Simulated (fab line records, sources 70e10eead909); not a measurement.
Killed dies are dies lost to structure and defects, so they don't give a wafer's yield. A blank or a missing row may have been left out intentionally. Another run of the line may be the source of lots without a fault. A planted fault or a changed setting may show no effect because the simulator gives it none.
fab line records -- flow nandHarc
[record] lots = 5, wafers = 15, lastDay = 32
route steps=1302 shown P_ZERO_WELL@68 P_STI@69 END@1302
lots untouched by any fault: they come from a run of this same line in which no faults occurred
startH: start of the lot's first displayed wafer, in hours after the record's first day -- waitH: time in hours since the lot's previous step -- " same as the row above -- L1.1+2: a single row standing in for several wafers -- - either no value or no given start -- * or withheld: withheld -- < > ~ a bound
route shown NAME@n: NAME is a module with steps in the file, n the number in the route of the first one -- usual: mean and standard deviation over wafers with no fault -- same: alike in all rows -- chamber/n: place in a boat -- sites: readings site by site -- _std_site: standard deviation of those values -- _edge_site: inner sites' mean taken away from outer sites' mean -- radiusMm: for every site, how far away it sits from the centre of the wafer -- mask NAME#n: copy n -- behind: the most recent tool/chamber to have shaped the wafer -- hold: what put the lot on hold/how long, in hours/how the hold closed -- device: whichever transistor did not switch (one of n, p or np) -- end of line: at the end of the route, the tests of the same wafers -- a step given without rows: its recipe and nothing more -- killed: the dies lost at the first sort to structure and to defects; this is not the yield of the wafer -- map: the dies of a wafer, with x for killed, . for not killed, _ for no die there
set.NAME: the setting that was run; set.NAME@STEP: the one run at that earlier step -- model.NAME: the simulator's own value behind a step, which no gauge read
lots seen at some steps along the route; tables by step, rows by wafer
services: a tool's chamber out of use, with start hour (startH, from the record's first day; less than 0 if before it), hours out, and reason
[[steps]]
[step NHARC_P_ZERO_WELL_INSPECT_43]
[usual] rawDefectCount = 13/5.5
lot.wafer,tool,chamber,startH,waitH,rawDefectCount
L550.3,defectInspect-02,-,87.42,0.4,14
L550.4,defectInspect-02,-,87.42,0.4,14
L550.5,defectInspect-02,-,87.42,0.4,12
L555.2,defectInspect-01,-,137.54,0.5,13
L555.3,defectInspect-01,-,137.54,0.5,3
L555.5,defectInspect-01,-,137.54,0.5,10
L557.3,defectInspect-02,-,157.75,0.4,23
L557.5,defectInspect-02,-,157.75,0.4,15
L557.6,defectInspect-02,-,157.75,0.4,9
L559.4,defectInspect-02,-,177.77,0.2,7
L559.5,defectInspect-02,-,177.77,0.2,13
L559.6,defectInspect-02,-,177.77,0.2,13
L565.4,defectInspect-01,-,237.59,0.2,12
L565.5,defectInspect-01,-,237.59,0.2,6
L565.6,defectInspect-01,-,237.59,0.2,19
[step NHARC_P_STI_ETCH_26]
[recipe] targetDepthA = 110, chemistry = dHF, material = SiO2
[step NHARC_P_STI_PRECLEAN_27]
[recipe] timeS = *, tempC = 50, bathAgeMin = 0, chemistry = SC1
[step NHARC_P_STI_SRD_28]
[step NHARC_P_STI_OXIDE_29]
[recipe] targetThkA = 100, tempC = 900, oxTimeS = 1362, material = SiO2
[step NHARC_P_STI_HM_DEP_30]
[recipe] targetThkA = 800, tempC = 790, pressureMtorr = 300, timeS = 873, material = Si3N4
[step NHARC_P_STI_DEHYDRATE_01]
[recipe] tempC = 150, timeS = 120
[step NHARC_P_STI_HMDS_02]
[recipe] timeS = 30
[step NHARC_P_STI_COAT_41]
[recipe] tempC = 200, timeS = 65
[step NHARC_P_STI_COAT_03]
[recipe] spinRpm = 2000, resistThkNm = 600
[step NHARC_P_STI_SOFTBAKE_04]
[recipe] tempC = 125, timeS = 70
[step NHARC_P_STI_EBR_05]
[step NHARC_P_STI_EXPOSE_06]
[recipe] na = 0.55, targetCdNm = 200, doseMj = 37.69, maskId = P_STI
[usual] focusOffsetNm = -0.1/0.5
lot.wafer,tool,chamber,startH,waitH,mask,focusOffsetNm
L550.3,krfScanner-04,0,105.78,-,P_STI#0,-0.2
L550.4,krfScanner-04,0,105.78,-,P_STI#0,-1.1
L550.5,krfScanner-04,0,105.78,-,P_STI#0,0.2
L555.2,krfScanner-04,0,154.04,-,P_STI#0,-0.1
L555.3,krfScanner-04,0,154.04,-,P_STI#0,0.0
L555.5,krfScanner-04,0,154.04,-,P_STI#0,-0.6
L557.3,krfScanner-04,0,172.78,-,P_STI_R1#0,0.2
L557.5,krfScanner-04,0,172.78,-,P_STI_R1#0,0.0
L557.6,krfScanner-04,0,172.78,-,P_STI_R1#0,-0.5
L559.4,krfScanner-01,0,194.50,-,P_STI#0,-0.1
L559.5,krfScanner-01,0,194.50,-,P_STI#0,0.2
L559.6,krfScanner-01,0,194.50,-,P_STI#0,0.4
L565.4,krfScanner-01,0,254.44,-,P_STI#0,0.4
L565.5,krfScanner-01,0,254.44,-,P_STI#0,0.3
L565.6,krfScanner-01,0,254.44,-,P_STI#0,0.4
[step NHARC_P_STI_PEB_07]
[recipe] pebTempC = 128, pebTimeS = 80
[step NHARC_P_STI_DEVELOP_08]
[recipe] timeS = 50, devTempC = 22
[step NHARC_P_STI_CD_MEAS_09]
[recipe] targetCdNm = 200, landingEnergyEv = 500
[usual] cdNm = 200.4/2.3
lot.wafer,tool,chamber,startH,waitH,cdNm
L550.3,cdSem-03,0,105.92,-,201.0
L550.4,cdSem-03,0,105.92,-,200.5
L550.5,cdSem-03,0,105.92,-,201.9
L555.2,cdSem-03,0,154.19,-,201.0
L555.3,cdSem-03,0,154.19,-,201.7
L555.5,cdSem-03,0,154.19,-,201.6
L557.3,cdSem-03,0,172.93,-,218.4
L557.5,cdSem-03,0,172.93,-,212.5
L557.6,cdSem-03,0,172.93,-,209.8
L559.4,cdSem-01,0,194.64,-,201.8
L559.5,cdSem-01,0,194.64,-,203.1
L559.6,cdSem-01,0,194.64,-,202.6
L565.4,cdSem-02,0,254.59,-,199.2
L565.5,cdSem-02,0,254.59,-,201.4
L565.6,cdSem-02,0,254.59,-,199.9
[step NHARC_P_STI_OVL_MEAS_10]
[usual] overlayXNm = 1/5.7, overlayYNm = -1/5.2
lot.wafer,tool,chamber,startH,waitH,overlayXNm,overlayYNm
L550.3,overlay-01,-,106.01,-,-5,-1
L550.4,overlay-01,-,106.01,-,-5,-1
L550.5,overlay-01,-,106.01,-,-5,-2
L555.2,overlay-02,-,154.27,-,6,-5
L555.3,overlay-02,-,154.27,-,5,-5
L555.5,overlay-02,-,154.27,-,5,-5
L557.3,overlay-02,-,173.01,-,3,1
L557.5,overlay-02,-,173.01,-,4,1
L557.6,overlay-02,-,173.01,-,4,0
L559.4,overlay-02,-,194.72,-,6,-10
L559.5,overlay-02,-,194.72,-,6,-10
L559.6,overlay-02,-,194.72,-,6,-11
L565.4,overlay-01,-,254.67,-,5,-3
L565.5,overlay-01,-,254.67,-,5,-3
L565.6,overlay-01,-,254.67,-,6,-3
[step NHARC_P_STI_INSPECT_11]
[usual] rawDefectCount = 5.2/2.6
lot.wafer,tool,chamber,startH,waitH,rawDefectCount
L550.3,defectInspect-02,-,106.05,0.0,4
L550.4,defectInspect-02,-,106.05,0.0,10
L550.5,defectInspect-02,-,106.05,0.0,9
L555.2,defectInspect-02,-,154.31,0.0,3
L555.3,defectInspect-02,-,154.31,0.0,3
L555.5,defectInspect-02,-,154.31,0.0,1
L557.3,defectInspect-01,-,173.05,0.0,5
L557.5,defectInspect-01,-,173.05,0.0,3
L557.6,defectInspect-01,-,173.05,0.0,10
L559.4,defectInspect-01,-,194.76,0.0,9
L559.5,defectInspect-01,-,194.76,0.0,3
L559.6,defectInspect-01,-,194.76,0.0,4
L565.4,defectInspect-02,-,254.70,0.0,8
L565.5,defectInspect-02,-,254.70,0.0,11
L565.6,defectInspect-02,-,254.70,0.0,13
[step NHARC_P_STI_HARDBAKE_13]
[recipe] tempC = 118, timeS = 65
[step NHARC_P_STI_DESCUM_14]
[recipe] timeS = 3, o2FlowSccm = 200, arFlowSccm = 0, biasPowerW = 0, chemistry = O2
[usual] chamberPressureMTorr = 60.00/0.061, drypumpMotorCurrentA = 5.9/0.45, oesProductAu = 0.998/0.0092, rfVppV = 57.7/0.89, showerheadPlenumPTorr = 1.88/0.069, throttleValvePct = 11.312/0.0091
[same] timeS = 3
lot.wafer,tool,chamber,startH,waitH,chamberPressureMTorr,drypumpMotorCurrentA,oesProductAu,rfHoursCounterH,rfVppV,showerheadPlenumPTorr,throttleValvePct,model.P_STI.cdNm
L550.3,rieDiel-09,2,106.19,-,60.06,6.7,0.998,7,56.4,1.84,11.309,200.6
L550.4,rieDiel-09,3,106.19,-,60.05,5.8,1.000,7,59.2,1.88,11.307,200
L550.5,rieDiel-09,1,106.19,-,59.95,5.4,0.993,-,55.6,1.79,11.318,201.5
L555.2,rieDiel-07,2,154.45,-,60.03,6.1,0.981,2,58.9,1.97,11.318,201.7
L555.3,rieDiel-07,3,154.45,-,59.94,5.8,1.004,1,58.4,1.89,11.300,202.2
L555.5,rieDiel-07,2,154.45,-,59.96,6.1,0.987,-,57.7,1.97,11.317,202.2
L557.3,rieDiel-07,1,173.18,-,59.99,5.5,0.991,2,58.6,1.83,11.312,217.3
L557.6,rieDiel-07,1,173.18,-,60.07,5.5,0.995,-,57.6,1.83,11.300,209.6
L557.5,rieDiel-07,2,173.18,-,59.86,6.1,0.991,-,58.5,1.96,11.310,212.7
L559.4,rieDiel-07,2,194.91,-,60.05,6.1,0.994,4,58.3,1.97,11.309,203.1
L559.5,rieDiel-07,0,194.91,-,59.96,5.8,1.002,-,58.9,1.92,11.306,203.4
L559.6,rieDiel-07,1,194.91,-,59.95,5.5,1.000,-,59.0,1.83,11.312,202.5
L565.4,rieDiel-09,2,254.86,-,60.06,6.7,1.003,4,57.0,1.84,11.311,198.6
L565.5,rieDiel-09,3,254.86,-,60.04,5.8,0.994,-,58.1,1.88,11.307,201
L565.6,rieDiel-09,0,254.86,-,60.06,6.8,1.002,-,58.2,1.84,11.305,199.9
[step NHARC_P_STI_ETCH_42]
[recipe] targetDepthA = 800, overetchA = 240, timeS = 61, ionEnergyEv = 200, n2FlowSccm = 150, h2FlowSccm = 150, arFlowSccm = 0, rfW = 400, biasW = 150, chemistry = N2/H2
[usual] biasW = 150.1/0.44, chamberPressureMTorr = 30.002/0.028, drypumpMotorCurrentA = 5.9/0.44, oesProductAu = 0.998/0.0091, rfVppV = 429.6/2.2, showerheadPlenumPTorr = 2.01/0.075, throttleValvePct = 14.171/0.0088
[same] timeS = 61
lot.wafer,tool,chamber,startH,waitH,biasW,chamberPressureMTorr,drypumpMotorCurrentA,oesProductAu,rfHoursCounterH,rfVppV,showerheadPlenumPTorr,throttleValvePct
L550.4,rieDiel-09,2,106.27,0.1,150.0,30.003,6.7,0.997,7,427.9,1.96,14.181
L550.3,rieDiel-09,0,106.27,0.1,150.4,30.005,6.8,0.976,7,429.0,1.96,14.164
L550.5,rieDiel-09,2,106.27,0.1,149.5,29.995,6.7,1.001,-,427.9,1.96,14.178
L555.3,rieDiel-07,0,154.53,0.1,150.2,29.984,5.8,0.986,2,430.0,2.04,14.174
L555.2,rieDiel-07,2,154.53,0.1,150.9,30.027,6.1,1.002,2,432.3,2.10,14.176
L555.5,rieDiel-07,1,154.53,0.1,150.5,29.992,5.5,0.988,-,428.6,1.95,14.168
L557.3,rieDiel-07,3,173.27,0.1,151.0,29.979,5.8,1.012,2,430.4,2.02,14.171
L557.5,rieDiel-07,2,173.27,0.1,150.1,30.024,6.1,0.996,-,432.7,2.10,14.182
L557.6,rieDiel-07,3,173.27,0.1,150.3,29.991,5.8,1.008,-,428.3,2.02,14.170
L559.4,rieDiel-07,2,194.98,0.1,149.5,29.985,6.1,0.989,4,431.3,2.10,14.174
L559.6,rieDiel-07,1,194.98,0.1,150.0,29.985,5.5,0.990,-,427.7,1.95,14.158
L559.5,rieDiel-07,2,194.98,0.1,150.0,29.978,6.1,0.986,-,432.4,2.10,14.183
L565.4,rieDiel-09,3,254.93,0.1,149.5,29.961,5.8,1.000,5,430.1,2.00,14.177
L565.6,rieDiel-09,2,254.93,0.1,150.2,29.989,6.7,0.997,-,427.6,1.96,14.176
L565.5,rieDiel-09,3,254.93,0.1,149.7,30.007,5.8,0.998,-,430.4,2.00,14.171
[step NHARC_P_STI_ETCH_31]
[recipe] targetDepthA = 1089, timeS = 54.5, cf4FlowSccm = 100, chf3FlowSccm = 30, arFlowSccm = 0, rfW = 500, biasW = 200, chemistry = CF4/CHF3
[usual] biasW = 200.1/0.58, chamberPressureMTorr = 25.00/0.037, drypumpMotorCurrentA = 5.9/0.45, oesProductAu = 0.962/0.017, rfVppV = 369.9/2, showerheadPlenumPTorr = 1.55/0.053, throttleValvePct = 16.803/0.0088
[same] timeS = 54.5
lot.wafer,tool,chamber,startH,waitH,biasW,chamberPressureMTorr,drypumpMotorCurrentA,oesProductAu,rfHoursCounterH,rfVppV,showerheadPlenumPTorr,throttleValvePct
L550.4,rieDiel-09,0,-,-,200.3,25.01,6.8,0.963,7,369.7,1.52,16.809
L550.3,rieDiel-09,3,-,-,200.0,25.01,5.8,0.976,7,371.2,1.55,16.805
L550.5,rieDiel-09,1,-,-,200.7,25.02,5.4,0.953,-,366.7,1.48,16.804
L555.2,rieDiel-07,0,-,-,200.5,24.99,5.8,0.923,2,371.0,1.58,16.814
L555.3,rieDiel-07,1,-,-,201.1,24.97,5.5,0.925,2,367.6,1.51,16.823
L555.5,rieDiel-07,0,-,-,200.5,24.99,5.8,0.928,-,370.8,1.58,16.802
L557.3,rieDiel-07,3,-,-,200.1,25.03,5.8,0.999,2,368.8,1.56,16.796
L557.5,rieDiel-07,3,-,-,199.8,25.01,5.8,0.988,-,369.5,1.56,16.792
L557.6,rieDiel-07,0,-,-,199.8,25.00,5.8,0.983,-,370.8,1.58,16.798
L559.4,rieDiel-07,2,-,-,200.4,24.99,6.0,0.982,4,372.6,1.61,16.797
L559.5,rieDiel-07,3,-,-,199.9,24.97,5.8,0.981,-,371.0,1.56,16.772
L559.6,rieDiel-07,0,-,-,199.8,25.00,5.8,0.958,-,371.2,1.58,16.815
L565.4,rieDiel-09,0,-,-,201.1,25.34,6.8,0.954,5,368.3,1.52,16.800
L565.6,rieDiel-09,2,-,-,200.4,24.96,6.7,0.969,-,367.4,1.51,16.798
L565.5,rieDiel-09,3,-,-,200.5,24.98,5.8,0.951,-,370.9,1.55,16.800
[step NHARC_P_STI_ETCH_15]
[recipe] targetDepthA = 3000, taperDeg = 4, timeS = 100.1, hbrFlowSccm = 150, cl2FlowSccm = 50, rfW = 400, icpW = 400, biasW = 100, chemistry = HBr/Cl2
[usual] biasW = 100.00/0.27, chamberPressureMTorr = 15.000/0.014, drypumpMotorCurrentA = 5.7/0.46, oesProductAu = 0.999/0.0093, throttleValvePct = 26.406/0.0093
[same] timeS = 100.1
lot.wafer,tool,chamber,startH,waitH,biasW,chamberPressureMTorr,drypumpMotorCurrentA,oesProductAu,rfHoursCounterH,throttleValvePct,model.P_STI.cdNm
L550.4,rieSi-05,2,106.48,-,99.38,14.992,6.3,0.996,0.88,26.397,200.5
L550.3,rieSi-05,3,106.48,-,99.73,14.977,5.8,0.990,0.99,26.411,200.1
L550.5,rieSi-05,0,106.48,-,100.36,14.990,6.1,0.990,-,26.405,201.7
L555.2,rieSi-01,3,154.72,-,100.29,14.993,4.7,1.006,0.94,26.399,201.1
L555.3,rieSi-01,0,154.72,-,100.04,14.977,5.8,0.995,0.83,26.406,200.7
L555.5,rieSi-01,0,154.72,-,100.30,14.997,5.8,0.994,-,26.403,202.2
L557.3,rieSi-05,3,173.46,-,100.21,14.990,5.8,0.995,0.26,26.416,216.9
L557.5,rieSi-05,3,173.46,-,100.24,14.992,5.8,1.001,-,26.398,212.8
L557.6,rieSi-05,0,173.46,-,100.34,14.994,6.2,1.012,-,26.397,209.4
L559.4,rieSi-04,2,195.18,-,99.96,14.991,5.9,0.985,0.11,26.389,202.6
L559.5,rieSi-04,1,195.18,-,99.84,14.987,5.6,0.971,-,26.394,202.7
L559.6,rieSi-04,2,195.18,-,99.80,14.984,5.9,0.983,-,26.410,201.6
L565.4,rieSi-01,3,255.14,-,99.67,15.013,4.7,1.005,0.32,26.392,197
L565.5,rieSi-01,1,255.14,-,99.47,15.010,6.0,1.001,-,26.408,201
L565.6,rieSi-01,2,255.14,-,100.39,15.001,6.0,0.997,-,26.384,199.6
[step NHARC_P_STI_CD_MEAS_16]
[usual] cdNm = 200.0/2.4
lot.wafer,tool,chamber,startH,waitH,cdNm
L550.3,cdSem-01,-,106.62,-,200.5
L550.4,cdSem-01,-,106.62,-,200.5
L550.5,cdSem-01,-,106.62,-,201.7
L555.2,cdSem-02,-,154.88,-,201.2
L555.3,cdSem-02,-,154.88,-,200.7
L555.5,cdSem-02,-,154.88,-,202.2
L557.3,cdSem-01,-,173.62,-,216.9
L557.5,cdSem-01,-,173.62,-,212.9
L557.6,cdSem-01,-,173.62,-,209.4
L559.4,cdSem-01,-,195.34,-,202.3
L559.5,cdSem-01,-,195.34,-,203.1
L559.6,cdSem-01,-,195.34,-,201.5
L565.4,cdSem-03,-,255.28,-,196.7
L565.5,cdSem-03,-,255.28,-,201.4
L565.6,cdSem-03,-,255.28,-,199.5
[step NHARC_P_STI_OCD_MEAS_17]
[usual] trenchDepthNm = 300/4.2, trenchFootCdNm = 158.4/2.4
lot.wafer,tool,chamber,startH,waitH,trenchDepthNm,trenchFootCdNm
L550.3,ocd-02,-,106.70,0.1,295,159.5
L550.4,ocd-02,-,106.70,0.1,298,158.4
L550.5,ocd-02,-,106.70,0.1,295,160.5
L555.2,ocd-01,-,154.97,0.1,304,158.3
L555.3,ocd-01,-,154.97,0.1,300,160.0
L555.5,ocd-01,-,154.97,0.1,303,158.9
L557.3,ocd-02,-,173.71,0.1,299,176.3
L557.5,ocd-02,-,173.71,0.1,301,170.8
L557.6,ocd-02,-,173.71,0.1,306,167.0
L559.4,ocd-01,-,195.42,0.1,290,161.2
L559.5,ocd-01,-,195.42,0.1,288,162.2
L559.6,ocd-01,-,195.42,0.1,291,161.9
L565.4,ocd-02,-,255.37,0.1,303,157.3
L565.5,ocd-02,-,255.37,0.1,302,158.4
L565.6,ocd-02,-,255.37,0.1,297,158.7
[step NHARC_P_STI_STRIP_19]
[recipe] timeS = 900, tempC = 130, chemistry = SPM
[step NHARC_END_SORT_01]
[recipe] tempC = 25
[usual] killedAtArray = 49/18, killedAtOther = 0.8/1, killedAtPeriphery = 4.2/2.8, killedDies = 54/18, killedOpen = 3.0/1.7, killedShort = 2.5/1.6
[same] grossDies = 677
lot.wafer,tool,chamber,startH,waitH,killedAtArray,killedAtOther,killedAtPeriphery,killedDies,killedOpen,killedShort
L555.2,prober-01,0,681.08,2.8,34,1,8,43,7,0
L555.3,prober-01,0,681.89,3.1,27,2,3,32,2,0
L555.5,prober-01,0,683.52,3.7,38,1,2,41,2,2
L557.3,prober-02,0,721.03,3.1,51,0,2,53,2,1
L557.5,prober-02,0,722.62,3.7,52,0,4,56,2,6
L557.6,prober-02,0,723.42,4.0,65,0,4,69,6,4
L565.4,prober-02,0,777.89,3.4,58,0,2,60,3,3
L565.5,prober-02,0,778.70,3.7,54,0,4,58,0,2
// killed by level:class
L555.2 A_CHANNEL_HOLE_D1:chamberFilmFlake=22 A_ZERO_WELL:chamberFilmFlake=4 P_CONTACT:geometricParticle:open=2 A_CHANNEL_FILL_D1:geometricParticle:open=2 P_M2:chamberFilmFlake=2 P_STI:geometricParticle:open=1 P_M0:geometricParticle:open=1 P_M2:geometricParticle:open=1
L555.3 A_CHANNEL_HOLE_D1:chamberFilmFlake=16 A_CHANNEL_FILL_D1:chamberFilmFlake=3 P_M2:chamberFilmFlake=2 A_WL_FILL:chamberFilmFlake=2 THIN_TSV:chamberFilmFlake=2 P_M0:geometricParticle:open=1 A_CHANNEL_HOLE_D1:geometricParticle:open=1 A_ZERO_WELL:chamberFilmFlake=1
L555.5 A_CHANNEL_HOLE_D1:chamberFilmFlake=25 P_M2:chamberFilmFlake=2 A_ZERO_WELL:chamberFilmFlake=2 A_SLIT:chamberFilmFlake=2 A_DECK1_JOINT:geometricParticle:open=1 A_DECK1_JOINT:geometricParticle:short=1 A_SGD_CUT:geometricParticle:open=1 A_WL_FILL:geometricParticle:short=1
L557.3 A_SLIT:chamberFilmFlake=32 A_STAIRCASE:chamberFilmFlake=4 A_CHANNEL_HOLE_D1:chamberFilmFlake=4 A_DECK1_JOINT:chamberFilmFlake=3 A_CONTACT:chamberFilmFlake=3 A_CHANNEL_HOLE_D2:chamberFilmFlake=2 A_ONON_D2:geometricParticle:open=1 A_CHANNEL_FILL_D2:geometricParticle:open=1
L557.5 A_SLIT:chamberFilmFlake=18 A_STAIRCASE:chamberFilmFlake=10 A_CONTACT:chamberFilmFlake=8 A_CHANNEL_HOLE_D1:chamberFilmFlake=6 A_DECK1_JOINT:chamberFilmFlake=3 A_CHANNEL_HOLE_D1:geometricParticle:short=2 A_CHANNEL_FILL_D2:geometricParticle:short=2 P_BONDPAD:chamberFilmFlake=2
L557.6 A_SLIT:chamberFilmFlake=40 A_CHANNEL_HOLE_D1:chamberFilmFlake=6 A_CONTACT:chamberFilmFlake=5 A_STAIRCASE:chamberFilmFlake=4 A_WL_FILL:geometricParticle:short=2 A_DECK1_JOINT:chamberFilmFlake=2 P_M0:geometricParticle:open=1 P_M1:geometricParticle:open=1
L565.4 A_SLIT:chamberFilmFlake=22 A_CHANNEL_HOLE_D2:chamberFilmFlake=20 A_CONTACT:chamberFilmFlake=9 A_ONON_D2:geometricParticle:open=2 A_ONON_D1:geometricParticle:short=1 A_WL_FILL:geometricParticle:short=1 A_BLC:geometricParticle:open=1 A_M0:geometricParticle:short=1
L565.5 A_SLIT:chamberFilmFlake=22 A_CHANNEL_HOLE_D2:chamberFilmFlake=17 A_STAIRCASE:chamberFilmFlake=4 A_CONTACT:chamberFilmFlake=4 P_GATE:chamberFilmFlake=3 A_ZERO_WELL:chamberFilmFlake=3 A_DECK1_JOINT:geometricParticle:short=1 A_WL_FILL:geometricParticle:short=1
[[services]]
tool,chamber,startH,hours,kind
krfScanner-01,-,88.45,7.6,repair
rieDiel-07,0,96.23,-,clean
rieDiel-07,1,96.23,-,clean
rieDiel-07,2,96.23,-,clean
rieDiel-07,3,96.23,-,clean
rieDiel-07,-,117.25,9.0,pm
rieSi-05,-,128.00,9.0,pm
rieDiel-07,3,130.08,8.3,repair
krfScanner-01,-,140.00,4.0,pm
rieDiel-07,1,141.65,5.1,repair
rieDiel-09,-,143.10,9.0,pm
rieDiel-09,-,163.58,0.4,repair
rieSi-04,-,165.00,9.0,pm
rieDiel-09,2,167.88,9.0,repair
rieSi-05,2,178.50,3.3,repair
krfScanner-04,-,182.00,4.0,pm
rieSi-05,0,185.12,1.2,repair
rieSi-01,-,193.00,9.0,pm
krfScanner-04,-,193.51,3.3,repair
krfScanner-01,-,198.70,2.8,repair
krfScanner-04,-,204.06,0.6,repair
rieDiel-09,-,214.93,3.0,repair
rieSi-01,0,215.25,7.5,repair
krfScanner-04,-,232.28,0.5,repair
[[key]]
[firstSign] step = NHARC_P_STI_EXPOSE_06, reading = mask, direction = changed
[effect] step = NHARC_P_STI_CD_MEAS_09, reading = cdNm, direction = up, sigmas = 5.8, usual = 200.4, struck = 213.6
[effect] step = NHARC_P_STI_CD_MEAS_16, reading = cdNm, direction = up, sigmas = 5.5, usual = 200.0, struck = 213.1
[effect] step = NHARC_P_STI_OCD_MEAS_17, reading = trenchFootCdNm, direction = up, sigmas = 5.5, usual = 158.4, struck = 171.4
[modelEffect] step = NHARC_P_STI_DESCUM_14, value = P_STI.cdNm, without = 199.3, struck = 213.2
[modelEffect] step = NHARC_P_STI_ETCH_15, value = P_STI.cdNm, without = 199.1, struck = 213
metAt NHARC_P_STI_EXPOSE_06
struckWafers L557.3,L557.5,L557.6
testerLeftOut L557
onsetBetween 154.04 172.78
[fault] kind = wrongMask, tool = any, chamber = -, onsetH = 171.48, steps = NHARC_P_STI_EXPOSE_06, auxCopy = P_STI_R1#0, cdOffsetNm = 13.951, scope = struckLotsOnly
// testerLeftOut: of these lots the tester's yield and bins aren't shown, on N5 and GAA mostly nor the transistor test; their killed dies are dies lost to structure and defects alone, not to doping, threshold or leakage, so they don't give the yield
